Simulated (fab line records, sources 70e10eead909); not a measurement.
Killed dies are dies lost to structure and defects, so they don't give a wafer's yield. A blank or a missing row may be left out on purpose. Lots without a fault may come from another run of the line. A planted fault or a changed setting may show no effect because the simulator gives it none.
fab line records | flow nand_harc
record lots=5 wafers=15 last_day=33
route steps=1302 shown A_M1@1180 A_BONDPAD@1202
lots that met no fault: from a run of the same line without faults
start_h: hours from the record's first day to the start of the lot's first wafer shown | wait_h: hours since the lot's step before | " the same as in the row above | L1.1+2: a row that stands for several wafers | - no value, or no start given | * or withheld: withheld | < > ~ a bound
route shown NAME@n: a module of which the file shows steps, and the number in the route of the first | usual: mean/standard deviation of fault-free wafers | same: alike in all rows | chamber/n: place in a boat | sites: the reading at each site | _std_site: their standard deviation | _edge_site: outer sites' mean less inner sites' | radius_mm: how far each site lies from the wafer's centre | mask NAME#n: copy n | behind: the tool/chamber that last shaped the wafer | hold: why the lot was held/for how many hours/how that ended | device: the transistor (n, p or np) that didn't switch | end of line: the same wafers' tests at the end of the route | a step without rows: its recipe alone | killed: dies lost to structure and defects at the first sort, not the wafer's yield | map: a wafer's dies, x killed, . not, _ none there
set.NAME: the setting as run; set.NAME@STEP: as run at that earlier step | model.NAME: the simulator's own value behind a step, which no gauge read
lots at some steps of the route; a table a step, a row a wafer
services: from which hour (start_h, from the record's first day; less than 0 if before it) a tool's chamber was out of use, for how many hours, and why
## steps
# step NHARC_A_M1_OVL_MEAS_10
# recipe pitch_nm=240
# usual overlay_x_nm=-0.3/0.87 overlay_y_nm=-0.2/0.92
# columns lot.wafer tool chamber start_h wait_h overlay_x_nm overlay_y_nm
L076.1 overlay-01 - 537.71 - -0.7 -0.1
L076.2 " - " " -1.0 0.8
L076.3 " - " " -1.3 0.9
L089.1 overlay-01 - 650.55 - -1.4 0.1
L089.4 " - " " -1.2 0.4
L089.6 " - " " -1.2 0.0
L091.1 overlay-01 - 682.04 - -1.4 -0.5
L091.4 " - " " -1.7 0.0
L091.6 " - " " -1.6 -1.2
L095.3 overlay-02 - 734.14 - -1.9 -2.1
L095.4 " - " " -2.4 -1.9
L095.5 " - " " -2.2 -2.1
L097.3 overlay-02 - 748.19 - 0.4 0.5
L097.4 " - " " -0.1 0.1
L097.6 " - " " 0.5 0.7
# step NHARC_A_M1_INSPECT_11
# usual raw_defect_count=97/38
# columns lot.wafer tool chamber start_h wait_h raw_defect_count
L076.1 defect_inspect-01 - 537.75 0.0 70
L076.2 " - " " 72
L076.3 " - " " 63
L089.1 defect_inspect-01 - 650.59 0.0 45
L089.4 " - " " 51
L089.6 " - " " 41
L091.1 defect_inspect-01 - 682.08 0.0 113
L091.4 " - " " 121
L091.6 " - " " 115
L095.3 defect_inspect-02 - 734.17 0.0 22
L095.4 " - " " 24
L095.5 " - " " 14
L097.3 defect_inspect-01 - 748.23 0.0 66
L097.4 " - " " 81
L097.6 " - " " 90
# step NHARC_A_M1_DESCUM_14
# recipe time_s=3 o2_flow_sccm=200 ar_flow_sccm=0 bias_power_w=0 chemistry=O2
# usual drypump_motor_current_A=5.7/0.47 oes_product_au=1.001/0.0075 rf_vpp_V=57.6/0.93 showerhead_plenum_p_Torr=1.89/0.078 throttle_valve_pct=11.311/0.0086
# same time_s=3
# columns lot.wafer tool chamber start_h wait_h drypump_motor_current_A oes_product_au rf_hours_counter_h rf_vpp_V showerhead_plenum_p_Torr throttle_valve_pct
L076.3 rie_diel-06 3 537.81 0.1 5.7 1.017 3.4 57.7 1.86 11.307
L076.1 " 0 " " 6.1 0.984 2.9 58.4 2.02 11.314
L076.2 " 2 " " 6.1 0.998 3.2 58.9 1.89 11.303
L089.4 rie_diel-06 2 650.66 0.1 6.1 0.995 11.0 57.6 1.88 11.323
L089.1 " 0 " " 6.1 0.996 9.4 59.2 2.01 11.306
L089.6 " 2 " " 6.1 1.004 - 57.0 1.88 11.306
L091.4 rie_diel-01 0 682.14 0.1 5.3 0.997 6.8 55.7 1.81 11.306
L091.1 " 2 " " 5.5 0.991 6.1 58.9 2.00 11.308
L091.6 " 1 " " 6.6 1.006 - 57.5 1.89 11.308
L095.4 rie_diel-05 2 734.23 0.1 4.9 0.990 4.5 57.2 1.79 11.320
L095.3 " 1 " " 6.2 0.996 4.9 58.8 1.87 11.304
L095.5 " 2 " " 4.9 0.988 - 57.2 1.79 11.304
L097.4 rie_diel-05 3 748.29 0.1 6.0 0.996 4.7 57.1 1.79 11.315
L097.3 " 2 " " 4.9 0.987 4.7 56.2 1.79 11.316
L097.6 " 3 " " 6.0 0.990 - 56.3 1.79 11.306
# step NHARC_A_M1_ETCH_35
# recipe target_depth_a=400 overetch_a=120 time_s=43.94 ion_energy_ev=200 n2_flow_sccm=150 h2_flow_sccm=150 ar_flow_sccm=0 rf_w=400 bias_w=150 chemistry=N2/H2
# usual drypump_motor_current_A=5.8/0.47 oes_product_au=1.001/0.0077 rf_vpp_V=429.7/2.4 showerhead_plenum_p_Torr=2.01/0.082 throttle_valve_pct=14.171/0.01
# same time_s=43.94
# columns lot.wafer tool chamber start_h wait_h drypump_motor_current_A oes_product_au rf_hours_counter_h rf_vpp_V showerhead_plenum_p_Torr throttle_valve_pct
L076.2 rie_diel-06 0 537.91 0.1 6.2 1.000 2.9 433.8 2.15 14.204
L076.3 " 2 " " 6.1 1.001 3.3 428.6 2.01 14.169
L076.1 " 3 " " 5.8 1.006 3.4 427.6 1.98 14.172
L089.1 rie_diel-06 2 650.74 0.1 6.1 0.986 11.0 429.8 2.01 14.173
L089.4 " 1 " " 5.4 0.991 7.9 431.1 2.08 14.170
L089.6 " 2 " " 6.1 0.991 - 429.4 2.01 14.158
L091.4 rie_diel-01 2 682.24 0.1 5.6 1.000 6.1 432.9 2.13 14.198
L091.1 " 3 " " 5.2 1.005 6.0 427.6 1.93 14.172
L091.6 " 0 " " 5.3 1.000 - 426.4 1.93 14.176
L095.4 rie_diel-05 0 734.32 0.1 5.8 0.993 5.0 430.8 2.09 14.172
L095.3 " 1 " " 6.2 1.006 4.9 429.1 1.99 14.170
L095.5 " 0 " " 5.8 1.007 - 432.3 2.09 14.180
L097.4 rie_diel-05 2 748.37 0.1 4.9 0.985 4.7 427.6 1.91 14.169
L097.3 " 3 " " 6.0 1.001 4.7 425.2 1.91 14.161
L097.6 " 3 " " 6.0 1.002 - 427.4 1.91 14.158
# step NHARC_A_M1_ETCH_15
# recipe target_depth_a=1825 time_s=91.2 c4f8_flow_sccm=withheld ar_flow_sccm=400 rf_w=600 bias_w=300 chemistry=C4F8/Ar
# usual oes_product_au=0.953/0.022 rf_vpp_V=440.2/2.5
# same time_s=91.2
# columns lot.wafer tool chamber start_h wait_h oes_product_au rf_hours_counter_h rf_vpp_V
L076.1 rie_diel-06 0 - - 0.960 2.9 443.1
L076.3 " 2 " " 0.967 3.3 440.2
L076.2 " 3 " " 0.969 3.4 439.7
L089.1 rie_diel-06 1 - - 0.954 7.9 442.9
L089.4 " 2 " " 0.957 11.1 441.4
L089.6 " 1 " " 0.954 - 442.2
L091.1 rie_diel-01 2 - - 0.970 6.2 443.0
L091.4 " 1 " " 0.981 7.2 440.5
L091.6 " 3 " " 0.973 - 436.8
L095.3 rie_diel-05 0 - - 0.976 5.0 441.9
L095.4 " 1 " " 0.979 4.9 438.7
L095.5 " 1 " " 0.978 - 438.5
L097.3 rie_diel-05 3 - - 0.946 4.7 436.8
L097.4 " 2 " " 0.969 4.8 438.1
L097.6 " 3 " " 0.942 - 437.6
# step NHARC_A_M1_CD_MEAS_16
# usual cd_nm=119.7/0.67
# columns lot.wafer tool chamber start_h wait_h cd_nm
L076.1 cd_sem-03 - 538.16 - 119.9
L076.2 " - " " 119.3
L076.3 " - " " 119.0
L089.1 cd_sem-03 - 650.95 - 119.8
L089.4 " - " " 119.5
L089.6 " - " " 119.1
L091.1 cd_sem-01 - 682.45 - 118.8
L091.4 " - " " 120.0
L091.6 " - " " 119.4
L095.3 cd_sem-03 - 734.54 - 119.8
L095.4 " - " " 118.5
L095.5 " - " " 118.1
L097.3 cd_sem-02 - 748.61 - 120.3
L097.4 " - " " 120.6
L097.6 " - " " 120.8
# step NHARC_A_M1_STRIP_18
# recipe power_w=1000 n2_flow_sccm=150 h2_flow_sccm=150 ar_flow_sccm=0 bias_w=0 chemistry=N2/H2
# usual drypump_motor_current_A=5.8/0.48 oes_product_au=1.000/0.0075 rf_vpp_V=90.5/0.92 showerhead_plenum_p_Torr=2.00/0.083 throttle_valve_pct=14.172/0.0083
# columns lot.wafer tool chamber start_h wait_h drypump_motor_current_A oes_product_au rf_hours_counter_h rf_vpp_V showerhead_plenum_p_Torr throttle_valve_pct
L076.3 rie_diel-05 1 538.26 0.1 6.2 0.997 4.0 89.6 1.99 14.174
L076.1 " 2 " " 4.9 0.996 4.1 89.4 1.91 14.178
L076.2 " 3 " " 6.0 0.995 3.7 89.8 1.91 14.173
L089.4 rie_diel-05 3 651.03 0.1 6.0 1.013 1.6 91.2 1.91 14.168
L089.1 " 2 " " 4.9 1.008 1.7 90.8 1.91 14.178
L089.6 " 3 " " 6.0 0.997 - 89.7 1.91 14.172
L091.4 rie_diel-05 1 682.55 0.1 6.2 0.996 2.9 90.3 1.99 14.165
L091.1 " 3 " " 6.1 1.005 2.6 90.2 1.91 14.168
L091.6 " 0 " " 5.8 0.999 - 88.9 2.09 14.171
L095.3 rie_diel-01 3 734.67 0.1 5.3 1.009 7.7 89.6 1.93 14.168
L095.4 " 0 " " 5.3 1.008 8.6 90.1 1.93 14.161
L095.5 " 2 " " 5.5 1.003 - 90.6 2.13 14.161
L097.4 rie_diel-05 3 748.73 0.1 6.0 1.005 4.8 90.2 1.91 14.175
L097.3 " 0 " " 5.8 0.997 5.2 90.2 2.09 14.170
L097.6 " 2 " " 4.9 0.995 - 89.9 1.91 14.167
# step NHARC_A_M1_ETCH_28
# recipe target_depth_a=300 over_etch_frac=0.3 time_s=72.99 ion_energy_ev=150 cf4_flow_sccm=50 n2_flow_sccm=100 ar_flow_sccm=150 rf_w=300 bias_w=100 chemistry=CF4/N2
# usual drypump_motor_current_A=5.7/0.49 oes_product_au=1.001/0.0082 rf_vpp_V=313.4/1.8 showerhead_plenum_p_Torr=2.58/0.093 throttle_valve_pct=19.795/0.009
# same time_s=72.99
# columns lot.wafer tool chamber start_h wait_h drypump_motor_current_A oes_product_au rf_hours_counter_h rf_vpp_V showerhead_plenum_p_Torr throttle_valve_pct
L076.3 rie_diel-05 1 - - 6.2 1.000 4.1 314.1 2.57 19.796
L076.1 " 2 " " 4.8 0.997 4.2 310.8 2.47 19.793
L076.2 " 3 " " 6.0 0.997 3.7 310.1 2.47 19.796
L089.4 rie_diel-05 2 - - 4.9 0.997 1.7 311.2 2.47 19.773
L089.1 " 1 " " 6.2 1.005 1.8 312.0 2.57 19.807
L089.6 " 3 " " 6.0 1.017 - 312.1 2.47 19.796
L091.1 rie_diel-05 0 - - 5.8 1.013 2.8 315.5 2.69 19.805
L091.4 " 2 " " 4.9 0.995 2.7 309.5 2.47 19.808
L091.6 " 1 " " 6.2 1.010 - 313.3 2.57 19.807
L095.3 rie_diel-05 0 734.87 - 5.8 1.004 5.0 315.1 2.69 19.810
L095.4 " 1 " " 6.2 1.009 5.0 312.4 2.57 19.795
L095.5 " 3 " " 6.0 0.994 - 310.1 2.47 19.792
L097.3 rie_diel-05 3 - - 6.0 0.997 4.8 311.2 2.47 19.795
L097.4 " 0 " " 5.8 1.015 5.3 316.2 2.69 19.788
L097.6 " 1 " " 6.2 1.009 - 314.8 2.57 19.810
# step NHARC_A_M1_STRIP_19
# recipe time_s=600 temp_c=30 chemistry=post_etch_residue_remover
# same time_s=600
# columns lot.wafer tool chamber start_h wait_h
L076.1+3+2 wet_bench-10 6,7,0 538.62 -
L089.6+4+1 wet_bench-10 3,4,6 651.41 -
L091.6+1+4 wet_bench-10 3,4,5 682.90 -
L095.4+3+5 wet_bench-10 7,3,4 734.98 -
L097.4+6+3 wet_bench-10 2,3,4 749.05 -
# step NHARC_A_M1_DEGAS_29
# recipe temp_c=250 time_s=60
# usual heater_power_w=337/42
# same time_s=60
# columns lot.wafer tool chamber start_h wait_h heater_power_w
L076.3 pvd_sputter-03 - 538.87 - 348
L076.2 " - " " 355
L076.1 " - " " 374
L089.1 pvd_sputter-03 - 651.77 - 365
L089.4 " - " " 375
L089.6 " - " " 367
L091.4 pvd_sputter-01 - 683.16 - 291
L091.1 " - " " 402
L091.6 " - " " 405
L095.4 pvd_sputter-01 - 735.26 - 407
L095.3 " - " " 391
L095.5 " - " " 296
L097.4 pvd_sputter-03 - 749.32 - 335
L097.3 " - " " 334
L097.6 " - " " 333
# step NHARC_A_M1_PRE_CLEAN_30
# recipe time_s=30 temp_c=280 gas=H2/He
# usual heater_power_w=414/52
# same time_s=30
# columns lot.wafer tool chamber start_h wait_h heater_power_w
L076.3 pvd_sputter-03 - - - 432
L076.2 " - " " 395
L076.1 " - " " 459
L089.1 pvd_sputter-03 - - - 383
L089.4 " - " " 461
L089.6 " - " " 444
L091.1 pvd_sputter-01 - - - 514
L091.4 " - " " 457
L091.6 " - " " 502
L095.3 pvd_sputter-01 - - - 450
L095.4 " - " " 356
L095.5 " - " " 476
L097.4 pvd_sputter-03 - - - 409
L097.3 " - " " 440
L097.6 " - " " 409
# step NHARC_A_M1_PVD_20
# recipe target_thk_a=50 bias_v=168.6 power_w=15000 chamber_pressure_pa=0.12 time_s=8.06 substrate_temp_c=50 material=TaN
# usual throttle_valve_pct=29.7/1.1
# same time_s=8.06
# columns lot.wafer tool chamber start_h wait_h throttle_valve_pct
L076.3 pvd_sputter-03 - - - 27.2
L076.1 " - " " 30.0
L076.2 " - " " 29.7
L089.4 pvd_sputter-03 - - - 29.7
L089.1 " - " " 30.9
L089.6 " - " " 30.0
L091.1 pvd_sputter-01 - - - 29.3
L091.4 " - " " 28.1
L091.6 " - " " 29.5
L095.4 pvd_sputter-01 - - - 29.3
L095.3 " - " " 30.9
L095.5 " - " " 29.4
L097.4 pvd_sputter-03 - - - 28.0
L097.3 " - " " 30.6
L097.6 " - " " 31.0
# step NHARC_A_M1_PVD_21
# recipe target_thk_a=300 chamber_pressure_pa=5 power_w=5000 substrate_temp_c=30 time_s=20.49 material=Cu
# usual throttle_valve_pct=29.7/1.1
# same time_s=20.49
# columns lot.wafer tool chamber start_h wait_h throttle_valve_pct
L076.2 pvd_sputter-03 - - - 27.4
L076.3 " - " " 29.8
L076.1 " - " " 30.1
L089.1 pvd_sputter-03 - - - 27.6
L089.4 " - " " 31.3
L089.6 " - " " 31.3
L091.1 pvd_sputter-01 - - - 29.6
L091.4 " - " " 28.3
L091.6 " - " " 29.4
L095.3 pvd_sputter-01 - - - 28.0
L095.4 " - " " 29.5
L095.5 " - " " 28.3
L097.3 pvd_sputter-03 - - - 28.1
L097.4 " - " " 30.8
L097.6 " - " " 29.7
# step NHARC_A_M1_ECD_22
# recipe target_thk_a=4000 bath_temp_c=25 material=Cu
# usual bath_temp_c=24.99/0.099
# columns lot.wafer tool chamber start_h wait_h bath_temp_c
L076.1 ecd_cu-01 1 539.24 - 25.21
L076.2 " 0 " " 24.92
L076.3 " 1 " " 25.19
L089.1 ecd_cu-01 1 652.45 - 25.23
L089.4 " 1 " " 25.20
L089.6 " 1 " " 25.06
L091.1 ecd_cu-01 0 683.53 - 25.15
L091.4 " 0 " " 25.05
L091.6 " 1 " " 24.88
L095.3 ecd_cu-02 1 735.71 - 25.06
L095.4 " 0 " " 24.88
L095.5 " 1 " " 25.10
L097.4 ecd_cu-01 1 749.78 - 25.00
L097.3 " 0 " " 24.94
L097.6 " 1 " " 24.97
# step NHARC_A_M1_ANNEAL_31
# recipe temp_c=225 time_s=90
# usual wafer_temp_C_max=227.0/0.42
# same time_s=90
# columns lot.wafer tool chamber start_h wait_h wafer_temp_C_max
L076.1 rtp_anneal-02 0 539.61 - 227.0
L076.2 " 0 " " 226.2
L076.3 " 0 " " 226.7
L089.1 rtp_anneal-02 0 652.79 0.3 226.5
L089.4 " 0 " " 227.4
L089.6 " 0 " " 227.3
L091.1 rtp_anneal-02 0 683.90 - 227.3
L091.4 " 0 " " 226.7
L091.6 " 0 " " 226.8
L095.3 rtp_anneal-02 0 736.09 - 226.7
L095.4 " 0 " " 227.0
L095.5 " 0 " " 227.1
L097.3 rtp_anneal-01 0 750.16 0.3 226.4
L097.4 " 0 " " 227.5
L097.6 " 0 " " 227.2
# step NHARC_A_M1_CMP_23
# recipe t_overpolish_s=20 target_thk_nm=154.34
# usual motor_current_A=12.2/0.89 time_to_endpoint_s=29.6/1.9
# columns lot.wafer tool chamber start_h wait_h motor_current_A time_to_endpoint_s
L076.2 cmp-03 1 540.27 - 12.9 31.5
L076.1 " 2 " " 12.8 29.8
L076.3 " 0 " " 12.9 31.2
L089.4 cmp-01 0 653.16 - 12.3 27.2
L089.1 " 2 " " 13.7 28.3
L089.6 " 0 " " 12.6 29.5
L091.1 cmp-03 1 684.25 - 13.8 28.9
L091.4 " 2 " " 12.6 26.5
L091.6 " 2 " " 11.9 28.9
L095.3 cmp-01 1 736.37 - 12.6 29.0
L095.4 " 3 " " 10.3 26.5
L095.5 " 1 " " 12.9 25.6
L097.3 cmp-01 2 750.43 - 12.4 26.8
L097.4 " 0 " " 12.9 27.6
L097.6 " 2 " " 12.3 29.2
# step NHARC_A_M1_THK_MEAS_24
# recipe thk_meas_gauge=xrf
# usual thk_nm=154.7/1.4
# columns lot.wafer tool chamber start_h wait_h thk_nm
L076.1 film_metro-01 - 540.58 - 156.3
L076.2 " - " " 154.9
L076.3 " - " " 154.2
L089.1 film_metro-01 - 653.45 - 155.7
L089.4 " - " " 154.3
L089.6 " - " " 153.4
L091.1 film_metro-02 - 684.57 - 155.9
L091.4 " - " " 155.3
L091.6 " - " " 153.4
L095.3 film_metro-02 - 736.66 - 153.4
L095.4 " - " " 154.4
L095.5 " - " " 153.0
L097.3 film_metro-02 - 750.71 - 153.4
L097.4 " - " " 154.5
L097.6 " - " " 154.6
# step NHARC_A_M1_SRD_25
# columns lot.wafer tool chamber start_h wait_h
L076.2+3+1 wet_bench-08 4,5,6 540.62 0.0
L089.4+1+6 wet_bench-10 0,1,3 653.49 0.0
L091.4+1+6 wet_bench-08 7,0,2 684.61 0.0
L095.3+4+5 wet_bench-10 1,4,6 736.69 0.0
L097.4+3+6 wet_bench-10 6,7,2 750.75 0.0
# step NHARC_A_M1_INSPECT_27
# usual raw_defect_count=543/130
# columns lot.wafer tool chamber start_h wait_h raw_defect_count
L076.1 defect_inspect-02 - 540.74 0.0 477
L076.2 " - " " 427
L076.3 " - " " 463
L089.1 defect_inspect-01 - 653.60 0.0 548
L089.4 " - " " 531
L089.6 " - " " 403
L091.1 defect_inspect-01 - 684.72 0.0 530
L091.4 " - " " 476
L091.6 " - " " 479
L095.3 defect_inspect-01 - 736.81 0.0 447
L095.4 " - " " 571
L095.5 " - " " 355
L097.3 defect_inspect-01 - 750.87 0.0 459
L097.4 " - " " 520
L097.6 " - " " 625
# step NHARC_A_M1_PRE_CLEAN_32
# recipe time_s=12 temp_c=370 rf_power_w=300 gas=NH3
# usual heater_power_outer_w=351/42 heater_power_w=598/59
# same time_s=12
# columns lot.wafer tool chamber start_h wait_h heater_power_outer_w heater_power_w
L076.1 pecvd-01 0 540.81 0.1 301 547
L076.3 " 1 " " 369 575
L076.2 " 2 " " 341 562
L089.1 pecvd-02 1 653.70 0.1 365 604
L089.4 " 0 " " 331 564
L089.6 " 1 " " 355 631
L091.1 pecvd-03 2 684.82 0.1 401 648
L091.4 " 1 " " 328 613
L091.6 " 2 " " 399 654
L095.3 pecvd-02 2 736.88 0.1 434 693
L095.5 " 0 " " 374 629
L095.4 " 1 " " 442 718
L097.3 pecvd-02 0 750.96 0.1 294 513
L097.4 " 1 " " 418 678
L097.6 " 0 " " 286 546
# step NHARC_A_M1_DEP_33
# recipe target_thk_a=300 temp_c=370 target_thk_nm=30 pressure_torr=3 flow_sccm=200 rf_w=450 material=SiCN
# usual heater_power_outer_w=314/40 heater_power_w=549/57
# columns lot.wafer tool chamber start_h wait_h heater_power_outer_w heater_power_w
L076.1 pecvd-01 0 540.88 0.1 295 547
L076.3 " 1 " " 321 501
L076.2 " 2 " " 328 553
L089.1 pecvd-02 1 653.84 0.1 298 540
L089.4 " 0 " " 325 566
L089.6 " 1 " " 295 543
L091.1 pecvd-03 2 684.96 0.1 354 586
L091.4 " 1 " " 257 494
L091.6 " 2 " " 371 594
L095.3 pecvd-02 2 736.96 0.1 315 548
L095.5 " 0 " " 325 563
L095.4 " 1 " " 367 623
L097.3 pecvd-02 0 751.10 0.1 285 522
L097.4 " 1 " " 324 555
L097.6 " 0 " " 291 530
# step NHARC_A_BONDPAD_DEP_00
# recipe target_thk_a=2500 temp_c=370 target_thk_nm=250 pressure_torr=3 flow_sccm=200 rf_w=450 material=SiCN
# usual heater_power_outer_w=307/44 heater_power_w=542/60
# columns lot.wafer tool chamber start_h wait_h heater_power_outer_w heater_power_w
L076.1 pecvd-04 2 541.44 - 261 502
L076.2 " 0 " " 235 429
L076.3 " 1 " " 342 618
L089.1 pecvd-04 0 654.34 - 260 451
L089.4 " 2 " " 281 532
L089.6 " 0 " " 261 479
L091.1 pecvd-02 1 685.47 - 353 601
L091.4 " 0 " " 242 452
L091.6 " 2 " " 389 640
L095.3 pecvd-01 2 737.60 - 329 555
L095.4 " 1 " " 320 509
L095.5 " 2 " " 251 456
L097.3 pecvd-04 0 751.62 - 269 479
L097.6 " 2 " " 271 536
L097.4 " 0 " " 275 485
# step NHARC_A_BONDPAD_CMP_29
# recipe target_thk_nm=200 material=SiCN
# usual motor_current_A=12.3/0.82
# columns lot.wafer tool chamber start_h wait_h motor_current_A
L076.1 cmp-02 1 541.88 - 11.2
L076.3 " 2 " " 11.2
L076.2 " 3 " " 12.9
L089.1 cmp-02 0 654.73 - 13.0
L089.4 " 2 " " 11.5
L089.6 " 3 " " 12.1
L091.1 cmp-02 3 685.83 - 12.5
L091.4 " 2 " " 12.2
L091.6 " 0 " " 12.1
L095.3 cmp-04 3 737.92 - 12.4
L095.4 " 0 " " 11.3
L095.5 " 3 " " 12.9
L097.3 cmp-04 3 752.00 - 13.3
L097.4 " 1 " " 12.1
L097.6 " 3 " " 12.6
# step NHARC_A_BONDPAD_THK_MEAS_30
# recipe thk_meas_gauge=ellipsometry
# usual thk_nm=200.2/1.4
# columns lot.wafer tool chamber start_h wait_h thk_nm
L076.1 film_metro-02 - 542.10 0.2 201.1
L076.2 " - " " 199.1
L076.3 " - " " 199.6
L089.1 film_metro-01 - 654.96 0.2 200.0
L089.4 " - " " 201.7
L089.6 " - " " 201.0
L091.1 film_metro-02 - 686.08 0.2 201.4
L091.4 " - " " 200.5
L091.6 " - " " 201.7
L095.3 film_metro-01 - 738.17 0.2 200.0
L095.4 " - " " 198.7
L095.5 " - " " 198.3
L097.3 film_metro-02 - 752.23 0.2 199.1
L097.4 " - " " 200.6
L097.6 " - " " 199.0
# step NHARC_A_BONDPAD_SRD_31
# columns lot.wafer tool chamber start_h wait_h
L076.3+2+1 wet_bench-08 3,5,0 542.14 0.0
L089.4+6+1 wet_bench-10 7,0,1 655.00 0.0
L091.6+1+4 wet_bench-10 6,7,0 686.12 0.0
L095.5+4+3 wet_bench-08 7,1,3 738.21 0.0
L097.3+4+6 wet_bench-08 3,5,7 752.27 0.0
# step NHARC_A_BONDPAD_DEHYDRATE_01
# recipe temp_c=150 time_s=120
# same time_s=120
# columns lot.wafer tool chamber start_h wait_h
L076.1+2+3 litho_track-02 0 542.22 0.1
L089.1+4+6 litho_track-02 0 655.08 0.1
L091.1+4+6 litho_track-05 0 686.21 0.1
L095.3+4+5 litho_track-05 0 738.29 0.1
L097.3+4+6 litho_track-03 0 752.35 0.1
# step NHARC_A_BONDPAD_HMDS_02
# recipe time_s=30
# same time_s=30
# columns lot.wafer tool chamber start_h wait_h
L076.1+2+3 litho_track-02 0 - -
L089.1+4+6 litho_track-02 0 - -
L091.1+4+6 litho_track-05 0 - -
L095.3+4+5 litho_track-05 0 - -
L097.3+4+6 litho_track-03 0 - -
# step NHARC_A_BONDPAD_COAT_33
# recipe temp_c=200 time_s=65
# same time_s=65
# columns lot.wafer tool chamber start_h wait_h
L076.1+2+3 litho_track-02 0 - -
L089.1+4+6 litho_track-02 0 - -
L091.1+4+6 litho_track-05 0 - -
L095.3+4+5 litho_track-05 0 - -
L097.3+4+6 litho_track-03 0 - -
# step NHARC_A_BONDPAD_COAT_03
# recipe spin_rpm=2000 resist_thk_nm=600
# columns lot.wafer tool chamber start_h wait_h
L076.1+2+3 litho_track-02 0 - -
L089.1+4+6 litho_track-02 0 - -
L091.1+4+6 litho_track-05 0 - -
L095.3+4+5 litho_track-05 0 - -
L097.3+4+6 litho_track-03 0 - -
# step NHARC_A_BONDPAD_SOFTBAKE_04
# recipe temp_c=125 time_s=70
# same time_s=70
# columns lot.wafer tool chamber start_h wait_h
L076.1+2+3 litho_track-02 0 - -
L089.1+4+6 litho_track-02 0 - -
L091.1+4+6 litho_track-05 0 - -
L095.3+4+5 litho_track-05 0 - -
L097.3+4+6 litho_track-03 0 - -
# step NHARC_A_BONDPAD_EBR_05
# columns lot.wafer tool chamber start_h wait_h
L076.1+2+3 litho_track-02 0 - -
L089.1+4+6 litho_track-02 0 - -
L091.1+4+6 litho_track-05 0 - -
L095.3+4+5 litho_track-05 0 - -
L097.3+4+6 litho_track-03 0 - -
# step NHARC_A_BONDPAD_EXPOSE_06
# recipe na=0.55 dose_mj=36.99 mask_id=A_BPAD
# columns lot.wafer tool chamber start_h wait_h mask
L076.1+2+3 krf_scanner-03 0 542.51 - A_BPAD#0
L089.1+4+6 krf_scanner-01 0 655.25 - A_BPAD#0
L091.1+4+6 krf_scanner-04 0 686.37 - A_BPAD#0
L095.3+4+5 krf_scanner-03 0 738.47 - A_BPAD#0
L097.3+4+6 krf_scanner-04 0 752.65 - A_BPAD#0
# step NHARC_A_BONDPAD_PEB_07
# recipe peb_temp_c=128 peb_time_s=80
# columns lot.wafer tool chamber start_h wait_h
L076.1+2+3 litho_track-05 0 542.58 0.1
L089.1+4+6 litho_track-03 0 655.31 0.1
L091.1+4+6 litho_track-03 0 686.44 0.1
L095.3+4+5 litho_track-03 0 738.52 0.1
L097.3+4+6 litho_track-05 0 752.71 0.1
# step NHARC_A_BONDPAD_DEVELOP_08
# recipe time_s=50 dev_temp_c=22
# same time_s=50
# columns lot.wafer tool chamber start_h wait_h
L076.1+2+3 litho_track-05 0 - -
L089.1+4+6 litho_track-03 0 - -
L091.1+4+6 litho_track-03 0 - -
L095.3+4+5 litho_track-03 0 - -
L097.3+4+6 litho_track-05 0 - -
# step NHARC_A_BONDPAD_CD_MEAS_09
# recipe target_cd_nm=500 landing_energy_ev=500
# usual cd_nm=499.6/1.7
# columns lot.wafer tool chamber start_h wait_h cd_nm
L076.1 cd_sem-03 0 542.66 - 498.1
L076.2 " 0 " " 499.7
L076.3 " 0 " " 497.4
L089.1 cd_sem-01 0 655.40 - 496.7
L089.4 " 0 " " 495.6
L089.6 " 0 " " 498.2
L091.1 cd_sem-01 0 686.52 - 497.9
L091.4 " 0 " " 498.8
L091.6 " 0 " " 498.4
L095.3 cd_sem-01 0 738.61 - 498.6
L095.4 " 0 " " 499.6
L095.5 " 0 " " 497.7
L097.3 cd_sem-02 0 752.80 - 501.2
L097.4 " 0 " " 498.7
L097.6 " 0 " " 500.3
# step NHARC_A_BONDPAD_OVL_MEAS_35
# usual overlay_x_nm=0/6.7 overlay_y_nm=-2/5
# columns lot.wafer tool chamber start_h wait_h overlay_x_nm overlay_y_nm
L076.1 overlay-02 - 542.75 - 11 6
L076.2 " - " " 11 5
L076.3 " - " " 11 5
L089.1 overlay-01 - 655.49 - 3 -8
L089.4 " - " " 4 -9
L089.6 " - " " 3 -8
L091.1 overlay-02 - 686.61 - 3 -3
L091.4 " - " " 3 -3
L091.6 " - " " 3 -3
L095.3 overlay-02 - 738.70 - 4 -7
L095.4 " - " " 4 -7
L095.5 " - " " 3 -7
L097.3 overlay-02 - 752.88 - 10 -6
L097.4 " - " " 10 -7
L097.6 " - " " 11 -7
# step NHARC_A_BONDPAD_HARDBAKE_10
# recipe temp_c=118 time_s=65
# same time_s=65
# columns lot.wafer tool chamber start_h wait_h
L076.1+2+3 litho_track-02 0 542.80 0.0
L089.1+4+6 litho_track-03 0 655.53 0.0
L091.1+4+6 litho_track-05 0 686.66 0.0
L095.3+4+5 litho_track-03 0 738.75 0.1
L097.3+4+6 litho_track-05 0 752.93 0.0
## services
# columns tool chamber start_h hours kind
rie_diel-06 1 517.13 24.9 repair
rie_diel-05 - 523.92 0.6 repair
pvd_sputter-03 - 526.02 10.0 pm
rie_diel-01 1 554.30 4.7 repair
rie_diel-06 3 567.67 5.5 repair
litho_track-02 - 577.00 7.0 pm
rie_diel-05 3 578.11 1.8 repair
pvd_sputter-01 - 582.05 10.0 pm
rie_diel-05 - 583.60 9.0 pm
pecvd-02 - 589.11 13.0 pm
litho_track-03 - 625.00 7.0 pm
pecvd-02 - 636.68 1.6 repair
wet_bench-08 - 646.47 8.0 pm
litho_track-05 - 649.03 7.0 pm
pvd_sputter-01 - 650.57 1.7 repair
rie_diel-06 - 661.20 9.0 pm
wet_bench-10 - 663.22 8.0 pm
rie_diel-05 2 669.99 3.3 repair
rie_diel-06 2 692.17 11.9 repair
rie_diel-05 3 701.41 4.4 repair
pvd_sputter-03 - 704.02 10.0 pm
pecvd-02 0 722.93 3.8 repair
rie_diel-05 3 744.49 2.1 repair
litho_track-02 - 752.00 7.0 pm
## key
fault none
